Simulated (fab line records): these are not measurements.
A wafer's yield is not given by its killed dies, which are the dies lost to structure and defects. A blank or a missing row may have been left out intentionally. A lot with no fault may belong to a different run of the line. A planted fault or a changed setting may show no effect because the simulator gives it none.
fab line records	flow n5-finfet	part 1 of 2: steps 1 to 15 of 25
record: lots: 5	wafers: 15	last-day: 16
route steps=1938 shown BEOL_M0_CUTY@707 BEOL_M0@715
lots with no fault: from the same line, run without faults
start-h: hours from the record's first day to the start of the lot's first wafer shown	wait-h: hours from the lot's prior step to this one	" unchanged from the row above	L1.1+2: a row that stands for several wafers	- no value present, or no start provided	* or withheld: withheld	< > ~ a bound
route shown NAME@n: NAME is a module with steps in the file, n the number in the route of the first one	usual: the fault-free wafers' mean and standard deviation	same: alike in all rows	chamber/n: place in a boat	sites: per-site readings	_std_site: the values' standard deviation	_edge_site: outer sites' mean less inner sites'	radius-mm: how far each site lies from the wafer's centre	mask NAME#n: copy n	behind: the last tool/chamber to shape the wafer	hold: the reason the lot was held/the length of the hold in hours/how it ended	device: transistor that didn't switch, given as n, p or np	end of line: at the end of the route, the tests of the same wafers	step lacking rows: just its recipe	killed: dies that structure and defects cost at the first sort, which is not the same as the wafer's yield	map: a wafer's dies, marking killed ones x, the rest . and places with no die _
set.NAME: the run value of the setting; set.NAME@STEP: its run value at that earlier step	model.NAME: the simulator's own value behind a step, which no gauge read
a table for each step, a row for each wafer; lots at some steps of the route
services: when a tool's chamber went out of use (start-h, in hours from the record's first day, below 0 if earlier), for how many hours, and the reason
== steps ==
step: N5_BEOL_M0_CUTY_DEVELOP_56
recipe: develop-time-s: 30	developer: TMAH	resist: CAR-ArF-block	rinse-liquid: diw	dry: air-spin	dev-temp-c: 23
usual: exhaust-pa: 44.7/0.81
lot.wafer	tool	chamber	start-h	wait-h	exhaust-pa
L074.1	litho-track-05	0	-	-	44.5
L074.3	"	0	"	"	44.6
L074.6	"	0	"	"	44.2
L075.3	litho-track-02	0	-	-	45.3
L075.4	"	0	"	"	45.9
L075.6	"	0	"	"	44.1
L080.1	litho-track-01	0	-	-	45.7
L080.2	"	0	"	"	44.3
L080.5	"	0	"	"	46.2
L081.1	litho-track-02	0	-	-	44.2
L081.2	"	0	"	"	44.1
L081.5	"	0	"	"	44.1
L091.1	litho-track-02	0	-	-	45.7
L091.3	"	0	"	"	43.8
L091.5	"	0	"	"	44.7
step: N5_BEOL_M0_CUTY_CD_MEAS_57
recipe: target-cd-nm: 200	landing-energy-ev: 500	detector: se-inlens	polarity: line
usual: cd-nm: 199.8/0.95
same: landing-energy-ev: 500
lot.wafer	tool	chamber	start-h	wait-h	cd-nm
L074.1	cd-sem-01	0	117.98	-	200.8
L074.3	"	0	"	"	200.9
L074.6	"	0	"	"	202.0
L075.3	cd-sem-03	0	121.45	-	200.0
L075.4	"	0	"	"	201.0
L075.6	"	0	"	"	200.5
L080.1	cd-sem-02	0	151.07	-	200.3
L080.2	"	0	"	"	200.0
L080.5	"	0	"	"	200.4
L081.1	cd-sem-03	0	158.34	-	199.3
L081.2	"	0	"	"	199.5
L081.5	"	0	"	"	199.6
L091.1	cd-sem-01	0	219.91	-	202.8
L091.3	"	0	"	"	201.0
L091.5	"	0	"	"	200.7
step: N5_BEOL_M0_CUTY_OVL_MEAS_58
recipe: points-per-wafer: 44
usual: M0_ABLK_OVL: 0.0/0.85
lot.wafer	tool	chamber	start-h	wait-h	M0_ABLK_OVL[nm]
L074.1	overlay-01	0	118.01	0.0	-0.5
L074.3	"	0	"	"	-0.2
L074.6	"	0	"	"	0.1
L075.3	overlay-01	0	121.48	0.0	-0.1
L075.4	"	0	"	"	-0.9
L075.6	"	0	"	"	-0.4
L080.1	overlay-02	0	151.10	0.0	0.8
L080.2	"	0	"	"	1.0
L080.5	"	0	"	"	1.1
L081.1	overlay-02	0	158.37	0.0	-0.5
L081.2	"	0	"	"	-0.1
L081.5	"	0	"	"	0.3
L091.1	overlay-02	0	219.94	0.0	0.6
L091.3	"	0	"	"	1.1
L091.5	"	0	"	"	0.7
step: N5_BEOL_M0_CUTY_INSPECT_59
recipe: mode: adi	inspect-instrument: macro
usual: raw-defect-count: 2.1/1.3
lot.wafer	tool	chamber	start-h	wait-h	raw-defect-count
L074.1	defect-inspect-01	-	118.04	0.0	2
L074.3	"	-	"	"	2
L074.6	"	-	"	"	2
L075.3	defect-inspect-01	-	121.50	0.0	2
L075.4	"	-	"	"	0
L075.6	"	-	"	"	1
L080.1	defect-inspect-01	-	151.13	0.0	1
L080.2	"	-	"	"	2
L080.5	"	-	"	"	0
L081.1	defect-inspect-02	-	158.39	0.0	1
L081.2	"	-	"	"	0
L081.5	"	-	"	"	0
L091.1	defect-inspect-02	-	219.97	0.0	2
L091.3	"	-	"	"	0
L091.5	"	-	"	"	1
step: N5_BEOL_M0_CUTY_DESCUM_61
recipe: chemistry: O2	time-s: 7.9	source-power-w: 50	bias-power-w: 20	pressure-mtorr: 20	rf-frequency-hz: 2.712e+07	temp-c: 40	resist: CAR-ArF-block	o2-flow-sccm: 225
usual: drypump-motor-current-A: 5.5/0.38	oes-product-au: 0.77/0.086	rf-vpp-V: 243.0/1.5	showerhead-plenum-p-Torr: 2.08/0.088	throttle-valve-pct: 20.43/0.27
lot.wafer	tool	chamber	start-h	wait-h	drypump-motor-current-A	oes-product-au	rf-hours-counter-h	rf-vpp-V	showerhead-plenum-p-Torr	throttle-valve-pct
L074.1	rie-diel-04	2	118.07	0.0	5.7	0.71	212	243.6	2.14	20.59
L074.3	"	3	"	"	5.0	0.67	237	245.5	2.16	20.45
L074.6	"	1	"	"	5.6	0.71	-	240.4	1.96	20.28
L075.3	rie-diel-01	2	121.53	0.0	5.4	0.86	48	243.4	2.17	20.62
L075.4	"	3	"	"	5.9	0.72	183	244.6	2.20	20.70
L075.6	"	3	"	"	5.9	0.73	-	244.9	2.20	20.70
L080.1	rie-diel-04	1	151.54	0.4	5.6	0.71	229	242.0	1.95	20.31
L080.2	"	3	"	"	5.1	0.67	248	242.7	2.15	20.46
L080.5	"	1	"	"	5.6	0.71	-	241.8	1.96	20.30
L081.1	rie-diel-05	1	158.69	0.3	5.6	0.81	66	241.7	2.04	20.18
L081.2	"	3	"	"	5.0	0.72	214	244.8	2.15	20.46
L081.5	"	0	"	"	4.8	0.72	-	241.7	1.97	20.36
L091.1	rie-diel-01	3	220.00	0.0	5.9	0.69	214	244.4	2.19	20.74
L091.3	"	2	"	"	5.4	0.80	87	243.5	2.16	20.68
L091.5	"	2	"	"	5.4	0.81	-	242.3	2.16	20.68
step: N5_BEOL_M0_CUTY_ETCH_62
recipe: chemistry: CF4	target: SiARC	mask-material: CAR-ArF-block	time-s: 58.5	ion-energy-ev: 80	pressure-mtorr: 40	source-w: 545	bias-w: 36	Ar_flow_sccm: 100	cf4-flow-sccm: 100	ends: cleared
usual: drypump-motor-current-A: 5.5/0.38	etch-rf-on-time-s: 59.0/2.3	oes-product-au: 0.65/0.07	rf-vpp-V: 183.9/1.2	showerhead-plenum-p-Torr: 2.13/0.077	throttle-valve-pct: 15.65/0.24
lot.wafer	tool	chamber	start-h	wait-h	drypump-motor-current-A	etch-rf-on-time-s	oes-product-au	rf-hours-counter-h	rf-vpp-V	showerhead-plenum-p-Torr	throttle-valve-pct
L074.1	rie-diel-04	2	118.11	0.0	5.7	61.3	0.59	212	184.8	2.22	16.01
L074.3	"	3	"	"	5.1	57.1	0.60	237	184.0	2.19	15.52
L074.6	"	1	"	"	5.6	60.4	0.59	-	182.2	2.03	15.71
L075.3	rie-diel-01	2	121.57	0.0	5.4	56.4	0.76	48	185.0	2.17	15.41
L075.4	"	3	"	"	5.9	59.1	0.62	183	184.1	2.21	15.67
L075.6	"	3	"	"	5.9	60.6	0.61	-	184.7	2.21	15.67
L080.1	rie-diel-04	1	151.58	0.0	5.6	61.1	0.58	229	183.4	2.03	15.71
L080.2	"	3	"	"	5.1	58.7	0.58	248	184.4	2.19	15.54
L080.5	"	1	"	"	5.6	60.8	0.58	-	181.3	2.03	15.72
L081.1	rie-diel-05	1	158.73	0.0	5.5	62.7	0.68	66	183.5	2.09	15.34
L081.2	"	3	"	"	5.0	54.9	0.63	214	185.1	2.20	15.74
L081.5	"	0	"	"	4.8	56.9	0.62	-	183.3	2.05	15.84
L091.1	rie-diel-01	3	220.03	0.0	6.0	61.3	0.59	214	184.7	2.20	15.74
L091.3	"	2	"	"	5.4	57.7	0.70	87	183.5	2.16	15.50
L091.5	"	2	"	"	5.4	57.6	0.71	-	183.2	2.16	15.48
step: N5_BEOL_M0_CUTY_ETCH_63
recipe: chemistry: N2/H2	target: SOC	target-depth-a: 827	overetch-a: 165	mask-material: SiARC	temp-c: 40	ion-energy-ev: 200	time-s: 124	pressure-mtorr: 30	source-w: 840	bias-w: 150	n2-flow-sccm: 200	h2-flow-sccm: 200
usual: drypump-motor-current-A: 5.5/0.38	oes-product-au: 0.63/0.067	rf-vpp-V: 523.6/2.9	showerhead-plenum-p-Torr: 2.53/0.093	throttle-valve-pct: 17.83/0.25
lot.wafer	tool	chamber	start-h	wait-h	drypump-motor-current-A	oes-product-au	rf-hours-counter-h	rf-vpp-V	showerhead-plenum-p-Torr	throttle-valve-pct
L074.1	rie-diel-04	2	118.15	0.0	5.7	0.58	212	525.8	2.59	17.93
L074.3	"	3	"	"	5.1	0.56	237	526.5	2.63	17.88
L074.6	"	1	"	"	5.6	0.58	-	517.9	2.42	18.01
L075.3	rie-diel-01	2	121.61	0.0	5.4	0.71	48	524.8	2.57	17.51
L075.4	"	3	"	"	5.9	0.59	183	526.7	2.64	17.97
L075.6	"	3	"	"	5.9	0.59	-	526.9	2.64	17.96
L080.1	rie-diel-04	1	151.63	0.0	5.6	0.56	229	521.8	2.42	18.05
L080.2	"	3	"	"	5.1	0.56	248	527.4	2.62	17.89
L080.5	"	1	"	"	5.6	0.57	-	519.5	2.42	18.04
L081.1	rie-diel-05	1	158.78	0.0	5.6	0.68	66	521.8	2.48	17.62
L081.2	"	3	"	"	5.0	0.57	214	526.6	2.61	17.71
L081.5	"	0	"	"	4.8	0.58	-	520.0	2.44	18.07
L091.1	rie-diel-01	3	220.08	0.0	6.0	0.58	214	525.1	2.63	18.02
L091.3	"	2	"	"	5.4	0.67	87	525.1	2.55	17.59
L091.5	"	2	"	"	5.4	0.67	-	525.7	2.55	17.59
step: N5_BEOL_M0_CUTY_STRIP_64
recipe: chemistry: N2/H2	temp-c: 40	n2-flow-sccm: 200	h2-flow-sccm: 200	rf-frequency-hz: 6e+07
lot.wafer	tool	chamber	start-h	wait-h
L074.1+3+6	rie-diel-04	2,3,1	118.27	0.1
L075.3+4+6	rie-diel-01	2,3,3	121.73	0.1
L080.1+2+5	rie-diel-04	1,3,1	151.74	0.1
L081.1+2+5	rie-diel-05	1,3,0	158.89	0.1
L091.1+3+5	rie-diel-01	3,2,2	220.19	0.1
step: N5_BEOL_M0_ETCH_138
recipe: chemistry: CH3F/O2	target-depth-a: 120	target: SiCN	time-s: 31.6	ion-energy-ev: 120	pressure-mtorr: 30	source-w: 395	bias-w: 75	Ar_flow_sccm: 150	CH3F_flow_sccm: 30	O2_flow_sccm: 20	ends: cleared
usual: O2_flow_sccm: 20.01/0.067	drypump-motor-current-A: 5.5/0.38	etch-rf-on-time-s: 29.1/1	oes-product-au: 0.66/0.072	rf-vpp-V: 297.0/1.9	showerhead-plenum-p-Torr: 1.99/0.08	throttle-valve-pct: 16.36/0.23
lot.wafer	tool	chamber	start-h	wait-h	O2_flow_sccm	drypump-motor-current-A	etch-rf-on-time-s	oes-product-au	rf-hours-counter-h	rf-vpp-V	showerhead-plenum-p-Torr	throttle-valve-pct
L074.1	rie-diel-04	2	118.28	0.0	20.09	5.7	28.8	0.61	212	299.2	2.08	16.74
L074.3	"	3	"	"	19.94	5.1	26.4	0.59	237	299.3	2.05	16.27
L074.6	"	1	"	"	19.90	5.6	28.7	0.60	-	294.8	1.91	16.50
L075.3	rie-diel-01	2	121.74	0.0	20.03	5.4	27.3	0.75	48	297.9	2.04	16.18
L075.4	"	3	"	"	19.94	5.9	28.8	0.63	183	298.4	2.07	16.41
L075.6	"	3	"	"	19.99	5.9	28.9	0.62	-	299.1	2.07	16.41
L080.1	rie-diel-04	1	151.75	0.0	19.91	5.6	29.9	0.59	229	293.9	1.91	16.51
L080.2	"	3	"	"	19.95	5.1	29.0	0.59	248	298.0	2.05	16.28
L080.5	"	1	"	"	20.00	5.6	31.0	0.59	-	295.5	1.91	16.53
L081.1	rie-diel-05	1	158.90	0.0	19.93	5.6	29.5	0.68	66	296.4	1.95	16.11
L081.2	"	3	"	"	20.13	5.0	27.8	0.62	214	297.3	2.05	16.36
L081.5	"	0	"	"	20.02	4.9	29.3	0.61	-	294.5	1.89	16.39
L091.1	rie-diel-01	3	220.20	0.0	19.99	5.9	28.6	0.60	214	297.1	2.06	16.47
L091.3	"	2	"	"	19.93	5.4	28.4	0.71	87	297.1	2.03	16.26
L091.5	"	2	"	"	20.04	5.4	28.7	0.71	-	298.3	2.03	16.26
step: N5_BEOL_M0_HM_OPEN_105
recipe: chemistry: Cl2/BCl3	target-depth-a: 120	target: TiN	ion-energy-ev: 150	pressure-mtorr: 10	icp-w: 1000	bias-w: 126	Cl2_flow_sccm: 53.25	bcl3-flow-sccm: 21.75	Ar_flow_sccm: 25
usual: drypump-motor-current-A: 5.8/0.43	oes-product-au: 0.77/0.082	throttle-valve-pct: 22.09/0.18
lot.wafer	tool	chamber	start-h	wait-h	drypump-motor-current-A	oes-product-au	rf-hours-counter-h	throttle-valve-pct
L074.1	rie-metal-02	1	124.67	6.4	6.3	0.80	21	22.24
L074.3	"	0	"	"	5.9	0.76	-	22.31
L074.6	"	0	"	"	6.0	0.76	-	22.29
L075.3	rie-metal-03	1	128.85	7.1	6.1	0.65	-	21.98
L075.4	"	0	"	"	5.8	0.90	-	22.11
L075.6	"	1	"	"	6.1	0.65	-	22.01
L080.1	rie-metal-03	0	151.85	0.1	5.8	0.88	7	22.12
L080.2	"	1	"	"	6.0	0.63	100	22.02
L080.5	"	0	"	"	5.7	0.89	-	22.15
L081.1	rie-metal-03	1	159.01	0.1	6.1	0.64	101	22.01
L081.2	"	0	"	"	5.8	0.88	7	22.14
L081.5	"	0	"	"	5.8	0.88	-	22.14
L091.1	rie-metal-02	0	220.39	0.1	5.9	0.74	78	22.32
L091.3	"	1	"	"	6.3	0.77	-	22.26
L091.5	"	0	"	"	5.9	0.72	-	22.32
step: N5_BEOL_M0_STRIP_140
recipe: chemistry: CF4	resist: SiARC	power-w: 300	bias-power-w: 75	pressure-mtorr: 50	cf4-flow-sccm: 150	rf-frequency-hz: 6e+07
usual: drypump-motor-current-A: 5.5/0.36	oes-product-au: 0.75/0.079	rf-vpp-V: 270.8/1.9	showerhead-plenum-p-Torr: 1.77/0.07	throttle-valve-pct: 13.6/0.31
lot.wafer	tool	chamber	start-h	wait-h	drypump-motor-current-A	oes-product-au	rf-hours-counter-h	rf-vpp-V	showerhead-plenum-p-Torr	throttle-valve-pct
L074.1	rie-diel-05	0	124.85	0.1	4.9	0.71	180	270.0	1.74	13.9
L074.3	"	3	"	"	5.0	0.70	201	273.9	1.86	13.8
L074.6	"	3	"	"	5.0	0.70	-	271.3	1.86	13.8
L075.3	rie-diel-05	0	128.97	0.1	4.9	0.70	181	268.6	1.74	13.9
L075.4	"	1	"	"	5.5	0.82	56	271.6	1.74	13.3
L075.6	"	2	"	"	5.7	0.78	-	268.4	1.67	13.9
L080.1	rie-diel-04	3	152.35	0.5	5.0	0.68	249	273.2	1.83	13.5
L080.2	"	1	"	"	5.6	0.68	229	270.0	1.68	13.7
L080.5	"	2	"	"	5.7	0.70	-	270.8	1.84	14.0
L081.1	rie-diel-04	2	159.42	0.4	5.6	0.69	228	272.7	1.84	14.0
L081.2	"	3	"	"	5.0	0.68	252	271.9	1.83	13.6
L081.5	"	3	"	"	5.0	0.67	-	268.8	1.83	13.5
L091.1	rie-diel-05	3	220.56	0.1	5.0	0.68	233	269.8	1.85	13.8
L091.3	"	0	"	"	4.9	0.68	210	270.1	1.73	14.0
L091.5	"	2	"	"	5.7	0.76	-	267.1	1.66	14.0
step: N5_BEOL_M0_STRIP_104
recipe: chemistry: N2/H2	power-w: 450	temp-c: 40	pressure-mtorr: 20	rf-frequency-hz: 6e+07	overash-fraction: 0.3	bias-power-w: 7	h2-frac: 0.5	n2-flow-sccm: 200	h2-flow-sccm: 200
usual: drypump-motor-current-A: 5.5/0.36	oes-product-au: 0.76/0.082	rf-vpp-V: 59.0/1.7	showerhead-plenum-p-Torr: 2.51/0.1	throttle-valve-pct: 23.7/0.36
lot.wafer	tool	chamber	start-h	wait-h	drypump-motor-current-A	oes-product-au	rf-hours-counter-h	rf-vpp-V	showerhead-plenum-p-Torr	throttle-valve-pct
L074.1	rie-diel-05	0	124.87	0.0	4.9	0.72	180	58.6	2.44	23.8
L074.3	"	3	"	"	5.0	0.72	201	59.9	2.61	23.2
L074.6	"	3	"	"	5.0	0.72	-	56.1	2.61	23.3
L075.3	rie-diel-05	0	128.99	0.0	4.9	0.72	181	57.7	2.44	23.9
L075.4	"	1	"	"	5.6	0.81	56	64.4	2.47	23.5
L075.6	"	2	"	"	5.7	0.80	-	59.8	2.36	24.3
L080.1	rie-diel-04	3	152.37	0.0	5.0	0.67	249	61.0	2.62	23.9
L080.2	"	1	"	"	5.6	0.71	229	59.1	2.42	23.8
L080.5	"	2	"	"	5.7	0.71	-	55.4	2.58	23.6
L081.1	rie-diel-04	2	159.44	0.0	5.7	0.70	228	56.3	2.58	23.6
L081.2	"	3	"	"	5.1	0.67	252	59.1	2.62	23.9
L081.5	"	3	"	"	5.1	0.66	-	59.8	2.62	23.9
L091.1	rie-diel-05	3	220.58	0.0	5.0	0.70	233	61.1	2.60	23.3
L091.3	"	0	"	"	4.8	0.69	210	58.9	2.43	23.8
L091.5	"	2	"	"	5.7	0.76	-	55.1	2.35	24.4
step: N5_BEOL_M0_WET_ETCH_106
recipe: chemistry: DHF	dilution: 10:1	temp-c: 25	target: SiO2	target-depth-a: 1300	dry: ipa-marangoni	rinse-time-s: 30	rinse-temp-c: 23
lot.wafer	tool	chamber	start-h	wait-h
L074.1+3+6	wet-bench-02	4,1,5	124.94	-
L075.3+4+6	wet-bench-04	4,5,7	129.06	-
L080.1+2+5	wet-bench-04	7,5,6	152.46	-
L081.1+2+5	wet-bench-02	3,2,7	159.50	-
L091.1+3+5	wet-bench-03	5,4,3	220.65	-
step: N5_BEOL_M0_ETCH_128
recipe: chemistry: CF4/N2	target-depth-a: 120	overetch-a: 51	target: SiCN	time-s: 21.4	ion-energy-ev: 150	pressure-mtorr: 40	source-w: 430	bias-w: 70	Ar_flow_sccm: 100	cf4-flow-sccm: 60	n2-flow-sccm: 60
usual: drypump-motor-current-A: 5.5/0.37	oes-product-au: 0.54/0.067	rf-vpp-V: 382.3/1.9	showerhead-plenum-p-Torr: 2.21/0.072	throttle-valve-pct: 15.43/0.26
lot.wafer	tool	chamber	start-h	wait-h	drypump-motor-current-A	oes-product-au	rf-hours-counter-h	rf-vpp-V	showerhead-plenum-p-Torr	throttle-valve-pct
L074.1	rie-diel-01	3	125.52	0.6	6.0	0.49	185	383.7	2.28	15.54
L074.3	"	0	"	"	6.0	0.77	18	380.5	2.16	15.12
L074.6	"	3	"	"	5.9	0.49	-	382.4	2.28	15.53
L075.3	rie-diel-05	3	129.12	0.0	5.0	0.48	203	384.2	2.27	15.52
L075.4	"	0	"	"	4.9	0.48	181	380.6	2.12	15.61
L075.6	"	0	"	"	4.9	0.49	-	379.4	2.12	15.65
L080.1	rie-diel-05	1	152.80	0.3	5.6	0.57	64	382.2	2.15	15.17
L080.2	"	2	"	"	5.7	0.54	137	377.1	2.05	15.79
L080.5	"	2	"	"	5.7	0.55	-	377.9	2.05	15.80
L081.1	rie-diel-01	2	159.56	0.0	5.4	0.58	62	382.3	2.23	15.23
L081.2	"	0	"	"	6.0	0.63	31	381.7	2.16	15.15
L081.5	"	0	"	"	6.0	0.64	-	381.7	2.16	15.15
L091.1	rie-diel-05	3	220.71	0.0	5.0	0.47	233	383.0	2.26	15.57
L091.3	"	1	"	"	5.6	0.55	87	381.0	2.14	15.22
L091.5	"	3	"	"	5.0	0.47	-	383.3	2.26	15.57
step: N5_BEOL_M0_TRENCH_ETCH_107
recipe: chemistry: C4F6/O2	target-depth-a: 328	target: SiOC	time-s: 16.4	ion-energy-ev: 250	pressure-mtorr: 30	source-w: 355	bias-w: 185	Ar_flow_sccm: 300	C4F6_flow_sccm: 10	O2_flow_sccm: 10
usual: O2_flow_sccm: 10.00/0.032	drypump-motor-current-A: 5.5/0.37	oes_o_777_au: 0.77/0.096	oes-product-au: 0.79/0.096	rf-vpp-V: 680/27	showerhead-plenum-p-Torr: 2.85/0.098	throttle-valve-pct: 20.88/0.25
lot.wafer	tool	chamber	start-h	wait-h	O2_flow_sccm	drypump-motor-current-A	oes_o_777_au	oes-product-au	rf-hours-counter-h	rf-vpp-V	showerhead-plenum-p-Torr	throttle-valve-pct
L074.1	rie-diel-01	3	125.56	0.0	9.98	5.9	0.72	0.72	185	715	2.94	20.90
L074.3	"	0	"	"	9.95	6.0	0.85	0.95	18	719	2.79	20.57
L074.6	"	3	"	"	10.02	5.9	0.72	0.72	-	715	2.94	20.93
L075.3	rie-diel-05	3	129.16	0.0	10.01	5.0	0.74	0.72	203	652	2.91	20.75
L075.4	"	0	"	"	10.04	4.9	0.69	0.72	181	651	2.70	20.87
L075.6	"	0	"	"	9.97	4.9	0.68	0.72	-	650	2.70	20.86
L080.1	rie-diel-05	1	152.84	0.0	10.05	5.6	0.76	0.80	64	666	2.79	20.68
L080.2	"	2	"	"	10.07	5.7	0.82	0.79	137	654	2.63	21.25
L080.5	"	2	"	"	10.01	5.7	0.82	0.80	-	654	2.63	21.28
L081.1	rie-diel-01	2	159.61	0.0	10.01	5.4	0.90	0.86	62	701	2.89	20.76
L081.2	"	0	"	"	10.01	6.0	0.82	0.92	31	719	2.78	20.60
L081.5	"	0	"	"	10.04	6.0	0.82	0.92	-	721	2.78	20.60
L091.1	rie-diel-05	3	220.75	0.0	10.00	5.0	0.71	0.69	233	652	2.90	20.81
L091.3	"	1	"	"	9.96	5.6	0.73	0.77	87	666	2.78	20.72
L091.5	"	3	"	"	10.02	5.0	0.72	0.70	-	653	2.90	20.80
